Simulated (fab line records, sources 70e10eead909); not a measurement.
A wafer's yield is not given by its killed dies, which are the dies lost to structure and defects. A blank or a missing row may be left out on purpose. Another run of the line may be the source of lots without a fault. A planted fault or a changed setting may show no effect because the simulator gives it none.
fab line records | flow nand-harc
record: lots: 15 | wafers: 45 | last-day: 33
route steps=1302 shown P_M0@262
lots that met no fault: from a run of the same line without faults
start-h: start of the lot's first displayed wafer, in hours after the record's first day | wait-h: hours since the lot's step before | " as in the row above | L1.1+2: one row covering several wafers at once | - no value present, or no start provided | * or withheld: withheld | < > ~ a bound
route shown NAME@n: names a module that has steps shown in the file, with the first one's number in the route | usual: average and standard deviation across the fault-free wafers | same: alike in all rows | chamber/n: place in a boat | sites: each site's reading | _std_site: how widely they spread, as a standard deviation | _edge_site: mean of outer sites minus mean of inner sites | radius-mm: how far each site lies from the wafer's centre | mask NAME#n: copy n | behind: tool/chamber where the wafer was last shaped | hold: why the lot went on hold/how many hours it stayed there/how the hold came to an end | device: which transistor (n, p or np) failed to switch | end of line: tests run on the same wafers once the route is complete | a step with no rows: only its recipe | killed: count of dies lost to structure and defects at first sort (not the wafer's yield) | map: dies across one wafer; x = killed, . = not, _ = none there
set.NAME: setting as actually run; set.NAME@STEP: the setting as run at that earlier step | model.NAME: the simulator's own value behind a step, which no gauge read
the route's steps for a sample of lots (tables are steps, rows are wafers)
services: from which hour (start-h, from the record's first day; less than 0 if before it) a tool's chamber was out of use, for how many hours, and why
== steps ==
step: NHARC_P_M0_DEVELOP_08
recipe: develop-time-s: 35 | dev-temp-c: 23
usual: chill-plate-temp-C: 23.00/0.12 | develop-time-s: 35/0 | exhaust-pa: 45.1/0.98
lot.wafer | tool           | chamber | start-h | wait-h | chill-plate-temp-C | develop-time-s | exhaust-pa
L557.2    | litho-track-06 | 0       | 120     | -      | 22.98              | 35             | 45.0
L557.3    | "              | 0       | "       | "      | 22.84              | 35             | 45.4
L557.6    | "              | 0       | "       | "      | 22.94              | 35             | 45.6
L558.2    | litho-track-06 | 0       | 125     | -      | 22.99              | 35             | 46.0
L558.4    | "              | 0       | "       | "      | 22.87              | 35             | 44.3
L558.5    | "              | 0       | "       | "      | 22.96              | 35             | 45.4
L559.2    | litho-track-01 | 0       | 144     | -      | 22.95              | 35             | 44.9
L559.5    | "              | 0       | "       | "      | 23.03              | 35             | 45.7
L559.6    | "              | 0       | "       | "      | 23.18              | 35             | 44.4
L562.2    | litho-track-04 | 0       | 166     | -      | 23.04              | 35             | 45.7
L562.3    | "              | 0       | "       | "      | 23.18              | 35             | 45.1
L562.5    | "              | 0       | "       | "      | 23.10              | 35             | 44.9
L564.1    | litho-track-04 | 0       | 192     | -      | 23.24              | 35             | 45.3
L564.3    | "              | 0       | "       | "      | 23.05              | 35             | 46.5
L564.5    | "              | 0       | "       | "      | 23.06              | 35             | 45.6
L565.4    | litho-track-01 | 0       | 206     | -      | 22.78              | 35             | 46.4
L565.5    | "              | 0       | "       | "      | 22.81              | 35             | 47.3
L565.6    | "              | 0       | "       | "      | 22.83              | 35             | 47.4
L568.3    | litho-track-04 | 0       | 228     | -      | 23.15              | 35             | 45.6
L568.4    | "              | 0       | "       | "      | 23.12              | 35             | 45.5
L568.5    | "              | 0       | "       | "      | 23.10              | 35             | 45.9
L567.4    | litho-track-04 | 0       | 228     | -      | 23.06              | 35             | 45.1
L567.5    | "              | 0       | "       | "      | 22.98              | 35             | 45.2
L567.6    | "              | 0       | "       | "      | 23.29              | 35             | 45.6
L569.2    | litho-track-04 | 0       | 242     | -      | 22.85              | 35             | 46.2
L569.5    | "              | 0       | "       | "      | 22.95              | 35             | 45.5
L569.6    | "              | 0       | "       | "      | 23.04              | 35             | 46.2
L571.2    | litho-track-06 | 0       | 267     | -      | 23.08              | 35             | 44.8
L571.4    | "              | 0       | "       | "      | 23.12              | 35             | 43.8
L571.5    | "              | 0       | "       | "      | 23.05              | 35             | 44.4
L574.2    | litho-track-04 | -       | 291     | -      | -                  | -              | -
L574.3    | "              | -       | "       | "      | -                  | -              | -
L574.4    | "              | -       | "       | "      | -                  | -              | -
L575.1    | litho-track-04 | -       | 298     | -      | -                  | -              | -
L575.2    | "              | -       | "       | "      | -                  | -              | -
L575.5    | "              | -       | "       | "      | -                  | -              | -
L576.2    | litho-track-04 | -       | 312     | -      | -                  | -              | -
L576.3    | "              | -       | "       | "      | -                  | -              | -
L576.4    | "              | -       | "       | "      | -                  | -              | -
L577.2    | litho-track-06 | 0       | 323     | -      | 23.09              | 35             | 44.3
L577.4    | "              | 0       | "       | "      | 23.05              | 35             | 43.9
L577.5    | "              | 0       | "       | "      | 23.14              | 35             | 43.2
L580.1    | litho-track-04 | 0       | 357     | -      | 22.98              | 35             | 45.4
L580.2    | "              | 0       | "       | "      | 23.02              | 35             | 45.1
L580.5    | "              | 0       | "       | "      | 23.07              | 35             | 44.7
step: NHARC_P_M0_OVL_MEAS_10
recipe: pitch-nm: 180
usual: overlay-x-nm: 0.0/0.74 | overlay-y-nm: -0.4/0.84
lot.wafer | tool       | chamber | start-h | wait-h | overlay-x-nm | overlay-y-nm
L557.2    | overlay-02 | -       | 120.90  | -      | 0.7          | -1.2
L557.3    | "          | -       | "       | "      | 0.2          | -1.1
L557.6    | "          | -       | "       | "      | 0.3          | -1.5
L558.2    | overlay-01 | -       | 125.56  | -      | 0.1          | 0.0
L558.4    | "          | -       | "       | "      | 0.2          | 0.2
L558.5    | "          | -       | "       | "      | -0.1         | 0.1
L559.2    | overlay-02 | -       | 144.22  | -      | 0.7          | -0.1
L559.5    | "          | -       | "       | "      | 0.4          | -0.2
L559.6    | "          | -       | "       | "      | 0.0          | -0.5
L562.2    | overlay-01 | -       | 166.92  | -      | -0.5         | 0.7
L562.3    | "          | -       | "       | "      | -0.1         | 1.1
L562.5    | "          | -       | "       | "      | -0.3         | 0.5
L564.1    | overlay-02 | -       | 192.67  | -      | 1.0          | -1.3
L564.3    | "          | -       | "       | "      | 1.2          | -0.6
L564.5    | "          | -       | "       | "      | 1.3          | -0.8
L565.4    | overlay-01 | -       | 206.66  | -      | -1.1         | 0.2
L565.5    | "          | -       | "       | "      | -0.9         | 0.5
L565.6    | "          | -       | "       | "      | -1.2         | 0.6
L568.3    | overlay-01 | -       | 228.44  | -      | 0.9          | -0.3
L568.4    | "          | -       | "       | "      | 0.9          | -0.7
L568.5    | "          | -       | "       | "      | 1.3          | -0.1
L567.4    | overlay-01 | -       | 229.09  | -      | 0.0          | -1.4
L567.5    | "          | -       | "       | "      | -0.4         | -1.8
L567.6    | "          | -       | "       | "      | 0.0          | -1.8
L569.2    | overlay-02 | -       | 242.37  | -      | 0.0          | -1.2
L569.5    | "          | -       | "       | "      | 0.1          | -1.1
L569.6    | "          | -       | "       | "      | -0.1         | -1.5
L571.2    | overlay-01 | -       | 268.04  | -      | -0.5         | -0.6
L571.4    | "          | -       | "       | "      | -0.3         | 0.1
L571.5    | "          | -       | "       | "      | -0.1         | -0.8
L574.2    | overlay-01 | -       | 292.14  | -      | -            | -
L574.3    | "          | -       | "       | "      | -            | -
L574.4    | "          | -       | "       | "      | -            | -
L575.1    | overlay-02 | -       | 298.93  | -      | -            | -
L575.2    | "          | -       | "       | "      | -            | -
L575.5    | "          | -       | "       | "      | -            | -
L576.2    | overlay-02 | -       | 312.25  | -      | -            | -
L576.3    | "          | -       | "       | "      | -            | -
L576.4    | "          | -       | "       | "      | -            | -
L577.2    | overlay-02 | -       | 323.23  | -      | -0.3         | 0.6
L577.4    | "          | -       | "       | "      | -0.3         | 0.0
L577.5    | "          | -       | "       | "      | -0.6         | 0.4
L580.1    | overlay-01 | -       | 357.71  | -      | 1.2          | 0.6
L580.2    | "          | -       | "       | "      | 1.0          | 0.2
L580.5    | "          | -       | "       | "      | 1.5          | 0.1
step: NHARC_P_M0_ETCH_34
recipe: target-depth-a: 400 | overetch-a: 120 | time-s: 43.94 | ion-energy-ev: 200 | n2-flow-sccm: 150 | h2-flow-sccm: 150 | ar-flow-sccm: 0 | rf-w: 400 | bias-w: 150 | chemistry: N2/H2
usual: drypump-motor-current-A: 5.7/0.5 | oes-product-au: 1.003/0.0078 | rf-vpp-V: 430.0/1.3 | showerhead-plenum-p-Torr: 2.02/0.036 | throttle-valve-pct: 14.170/0.0086
lot.wafer | tool        | chamber | start-h | wait-h | drypump-motor-current-A | oes-product-au | rf-hours-counter-h | rf-vpp-V | showerhead-plenum-p-Torr | throttle-valve-pct
L557.3    | rie-diel-12 | 1       | 121.09  | 0.1    | 5.8                     | 0.995          | 3                  | 429.9    | 2.06                     | 14.173
L557.2    | "           | 2       | "       | "      | 5.1                     | 1.001          | 3                  | 429.3    | 2.00                     | 14.159
L557.6    | "           | 1       | "       | "      | 5.8                     | 1.013          | -                  | 430.5    | 2.06                     | 14.169
L558.2    | rie-diel-06 | 0       | 125.75  | 0.1    | 5.7                     | 0.999          | 45                 | 429.7    | 2.04                     | 14.161
L558.4    | "           | 1       | "       | "      | 5.8                     | 1.004          | 46                 | 433.3    | 2.13                     | 14.185
L558.5    | "           | 0       | "       | "      | 5.8                     | 1.014          | -                  | 429.9    | 2.04                     | 14.181
L559.2    | rie-diel-12 | 2       | 144.41  | 0.1    | 5.1                     | 0.989          | 6                  | 429.8    | 2.00                     | 14.172
L559.5    | "           | 1       | "       | "      | 5.8                     | 0.991          | -                  | 430.3    | 2.06                     | 14.159
L559.6    | "           | 2       | "       | "      | 5.1                     | 0.994          | -                  | 429.3    | 2.00                     | 14.173
L562.3    | rie-diel-12 | 3       | 167.11  | 0.1    | 6.5                     | 1.008          | 9                  | 430.1    | 2.01                     | 14.159
L562.2    | "           | 0       | "       | "      | 5.5                     | 1.007          | 10                 | 431.5    | 2.05                     | 14.169
L562.5    | "           | 3       | "       | "      | 6.5                     | 1.014          | -                  | 428.9    | 2.01                     | 14.170
L564.3    | rie-diel-12 | 2       | 192.86  | 0.1    | 5.1                     | 0.999          | 15                 | 429.3    | 1.99                     | 14.165
L564.1    | "           | 0       | "       | "      | 5.5                     | 1.001          | 16                 | 430.8    | 2.04                     | 14.175
L564.5    | "           | 2       | "       | "      | 5.1                     | 1.004          | -                  | 430.0    | 1.99                     | 14.181
L565.4    | rie-diel-12 | 2       | 206.85  | 0.1    | 5.1                     | 1.009          | 15                 | 428.9    | 1.99                     | 14.183
L565.5    | "           | 0       | "       | "      | 5.5                     | 1.006          | -                  | 430.0    | 2.05                     | 14.174
L565.6    | "           | 1       | "       | "      | 5.8                     | 1.006          | -                  | 430.3    | 2.05                     | 14.175
L568.4    | rie-diel-12 | 1       | 228.63  | 0.1    | 5.8                     | 1.005          | 22                 | 430.8    | 2.05                     | 14.174
L568.3    | "           | 2       | "       | "      | 5.1                     | 1.011          | 20                 | 429.5    | 1.99                     | 14.168
L568.5    | "           | 0       | "       | "      | 5.5                     | 1.008          | -                  | 431.3    | 2.04                     | 14.154
L567.4    | rie-diel-12 | 0       | 229.27  | 0.1    | 5.5                     | 1.005          | 21                 | 432.7    | 2.04                     | 14.157
L567.5    | "           | 0       | "       | "      | 5.5                     | 1.016          | -                  | 430.7    | 2.04                     | 14.166
L567.6    | "           | 1       | "       | "      | 5.8                     | 1.015          | -                  | 430.7    | 2.05                     | 14.181
L569.2    | rie-diel-12 | 0       | 242.55  | 0.1    | 5.5                     | 1.003          | 23                 | 431.2    | 2.04                     | 14.167
L569.5    | "           | 0       | "       | "      | 5.5                     | 1.016          | -                  | 429.0    | 2.04                     | 14.163
L569.6    | "           | 1       | "       | "      | 5.8                     | 1.006          | -                  | 431.0    | 2.05                     | 14.162
L571.2    | rie-diel-12 | 2       | 268.23  | 0.1    | 5.1                     | 1.007          | 26                 | 429.3    | 1.99                     | 14.174
L571.4    | "           | 3       | "       | "      | 6.5                     | 1.003          | 26                 | 429.2    | 2.00                     | 14.169
L571.5    | "           | 2       | "       | "      | 5.1                     | 0.986          | -                  | 430.4    | 1.99                     | 14.171
L574.3    | rie-diel-09 | 0       | 292.34  | 0.1    | 5.7                     | 0.999          | 48                 | 428.0    | 1.95                     | 14.169
L574.2    | "           | 1       | "       | "      | 6.2                     | 1.003          | 53                 | 426.0    | 1.96                     | 14.171
L574.4    | "           | 2       | "       | "      | 5.8                     | 0.986          | 49                 | 430.8    | 2.06                     | 14.158
L575.1    | rie-diel-09 | 1       | 299.11  | 0.1    | 6.2                     | 1.010          | 54                 | 428.0    | 1.96                     | 14.175
L575.2    | "           | 3       | "       | "      | 5.8                     | 0.997          | 46                 | 431.8    | 2.10                     | 14.150
L575.5    | "           | 2       | "       | "      | 5.8                     | 0.994          | -                  | 432.1    | 2.06                     | 14.165
L576.2    | rie-diel-09 | 2       | 312.44  | 0.1    | 5.9                     | 0.986          | 53                 | 431.4    | 2.06                     | 14.168
L576.3    | "           | 3       | "       | "      | 5.8                     | 0.987          | 49                 | 431.2    | 2.10                     | 14.168
L576.4    | "           | 0       | "       | "      | 5.7                     | 0.994          | 53                 | 428.4    | 1.95                     | 14.168
L577.2    | rie-diel-12 | 2       | 323.42  | 0.1    | 5.1                     | 1.003          | 6                  | 428.8    | 1.99                     | 14.177
L577.4    | "           | 0       | "       | "      | 5.5                     | 1.002          | 6                  | 429.1    | 2.04                     | 14.169
L577.5    | "           | 2       | "       | "      | 5.1                     | 0.986          | -                  | 430.0    | 1.99                     | 14.158
L580.2    | rie-diel-06 | 1       | 357.90  | 0.1    | 5.8                     | 1.007          | 21                 | 433.3    | 2.10                     | 14.168
L580.1    | "           | 3       | "       | "      | 5.9                     | 1.001          | 27                 | 430.0    | 1.95                     | 14.170
L580.5    | "           | 1       | "       | "      | 5.8                     | 1.005          | -                  | 432.3    | 2.10                     | 14.187
step: NHARC_P_M0_ETCH_15
recipe: target-depth-a: 1500 | overetch-a: 150 | time-s: 82.5 | c4f8-flow-sccm: withheld | ar-flow-sccm: 400 | rf-w: 600 | bias-w: 300 | chemistry: C4F8/Ar
usual: oes-product-au: 0.968/0.017 | rf-vpp-V: 440.4/1.5
lot.wafer | tool        | chamber | start-h | wait-h | oes-product-au | rf-hours-counter-h | rf-vpp-V
L557.2    | rie-diel-12 | 0       | -       | -      | 0.978          | 3                  | 442.6
L557.3    | "           | 1       | "       | "      | 0.989          | 3                  | 440.4
L557.6    | "           | 2       | "       | "      | 0.965          | -                  | 440.2
L558.4    | rie-diel-06 | 1       | -       | -      | 0.936          | 46                 | 443.6
L558.2    | "           | 2       | "       | "      | 0.934          | 56                 | 442.4
L558.5    | "           | 2       | "       | "      | 0.927          | -                  | 442.3
L559.2    | rie-diel-12 | 2       | -       | -      | 0.962          | 6                  | 440.1
L559.5    | "           | 0       | "       | "      | 0.987          | -                  | 441.6
L559.6    | "           | 1       | "       | "      | 0.969          | -                  | 441.1
L562.2    | rie-diel-12 | 3       | -       | -      | 0.973          | 9                  | 439.2
L562.3    | "           | 1       | "       | "      | 0.983          | 10                 | 442.6
L562.5    | "           | 3       | "       | "      | 0.980          | -                  | 439.6
L564.1    | rie-diel-12 | 1       | -       | -      | 0.976          | 17                 | 440.6
L564.3    | "           | 3       | "       | "      | 0.969          | 14                 | 439.8
L564.5    | "           | 2       | "       | "      | 0.969          | -                  | 438.1
L565.4    | rie-diel-12 | 1       | -       | -      | 0.954          | 17                 | 441.9
L565.6    | "           | 1       | "       | "      | 0.966          | -                  | 440.2
L565.5    | "           | 2       | "       | "      | 0.973          | -                  | 439.2
L568.3    | rie-diel-12 | 0       | -       | -      | 0.971          | 21                 | 441.0
L568.4    | "           | 1       | "       | "      | 0.982          | 22                 | 442.4
L568.5    | "           | 0       | "       | "      | 0.977          | -                  | 442.4
L567.4    | rie-diel-12 | 2       | -       | -      | 0.985          | 20                 | 439.1
L567.6    | "           | 1       | "       | "      | 0.973          | -                  | 441.0
L567.5    | "           | 2       | "       | "      | 0.974          | -                  | 439.2
L569.2    | rie-diel-12 | 0       | -       | -      | 0.977          | 23                 | 441.6
L569.5    | "           | 3       | "       | "      | 0.971          | -                  | 438.7
L569.6    | "           | 0       | "       | "      | 0.975          | -                  | 440.3
L571.4    | rie-diel-12 | 0       | -       | -      | 0.974          | 28                 | 441.0
L571.2    | "           | 3       | "       | "      | 0.996          | 26                 | 440.3
L571.5    | "           | 0       | "       | "      | 0.973          | -                  | 440.0
L574.3    | rie-diel-09 | 1       | -       | -      | 0.940          | 53                 | 439.0
L574.2    | "           | 2       | "       | "      | 0.939          | 49                 | 442.2
L574.4    | "           | 3       | "       | "      | 0.956          | 44                 | 443.7
L575.2    | rie-diel-09 | 1       | -       | -      | 0.925          | 54                 | 437.9
L575.1    | "           | 2       | "       | "      | 0.926          | 50                 | 440.8
L575.5    | "           | 2       | "       | "      | 0.907          | -                  | 441.4
L576.4    | rie-diel-09 | 1       | -       | -      | 0.982          | 57                 | 437.4
L576.3    | "           | 2       | "       | "      | 0.946          | 53                 | 441.5
L576.2    | "           | 3       | "       | "      | 0.950          | 49                 | 442.0
L577.2    | rie-diel-12 | 0       | -       | -      | 0.961          | 6                  | 440.9
L577.4    | "           | 1       | "       | "      | 0.970          | 5                  | 441.8
L577.5    | "           | 0       | "       | "      | 0.971          | -                  | 440.0
L580.2    | rie-diel-06 | 1       | -       | -      | 0.977          | 21                 | 441.8
L580.1    | "           | 0       | "       | "      | 0.963          | 23                 | 439.8
L580.5    | "           | 1       | "       | "      | 0.969          | -                  | 442.6
== services ==
tool           | chamber | start-h | hours | kind
rie-diel-12    | 0       | 100.40  | -     | clean
rie-diel-12    | 1       | 100.40  | -     | clean
rie-diel-12    | 2       | 100.40  | -     | clean
rie-diel-12    | 3       | 100.40  | -     | clean
rie-diel-06    | -       | 115.88  | 2.4   | repair
rie-diel-12    | 0       | 124.90  | -     | clean
rie-diel-12    | 3       | 126.64  | 5.2   | repair
rie-diel-06    | -       | 130.20  | 9.0   | pm
rie-diel-09    | -       | 143.13  | 9.0   | pm
litho-track-01 | -       | 155.00  | 7.0   | pm
litho-track-06 | -       | 179.00  | 7.0   | pm
litho-track-04 | -       | 203.00  | 7.0   | pm
rie-diel-06    | 0       | 242.40  | 3.2   | repair
rie-diel-06    | -       | 267.90  | 1.7   | repair
rie-diel-12    | -       | 268.40  | 9.0   | pm
rie-diel-06    | 2       | 280.35  | 2.8   | repair
rie-diel-06    | 1       | 284.14  | 5.7   | repair
rie-diel-06    | -       | 293.01  | 0.6   | repair
rie-diel-06    | -       | 294.49  | 0.8   | repair
rie-diel-06    | -       | 307.20  | 9.0   | pm
rie-diel-09    | -       | 322.32  | 9.0   | pm
litho-track-01 | -       | 330.00  | 7.0   | pm
rie-diel-12    | 1       | 337.64  | 21.1  | repair
litho-track-06 | -       | 354.00  | 7.0   | pm
== key ==
first-sign: step: NHARC_P_M0_DEVELOP_08 | reading: tool-record | direction: missing
effect none on later readings
met-at NHARC_P_M0_DEVELOP_08
struck-lots L574,L575,L576
later-rows-left-out L574.2,L574.3,L574.4,L575.1,L575.2,L575.5,L576.2,L576.3,L576.4
sort-left-out L574.2,L574.3,L574.4,L575.1,L575.2,L575.5,L576.2,L576.3,L576.4
not-acting-at NHARC_P_M0_OVL_MEAS_10,NHARC_P_M0_ETCH_34,NHARC_P_M0_ETCH_15
onset-between 242 291
fault: kind: skipped-step-whole | tool: litho-track-04 | chamber: - | onset-h: 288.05 | steps: NHARC_P_M0_DEVELOP_08 | scope: struck-lots-only
sort-left-out: the simulated sort isn't trusted on such a fault, so these wafers' sort isn't shown, and their yield isn't known
later-rows-left-out: the simulator's readings of these wafers behind a module that went badly wrong aren't trusted and aren't shown, but for the sort
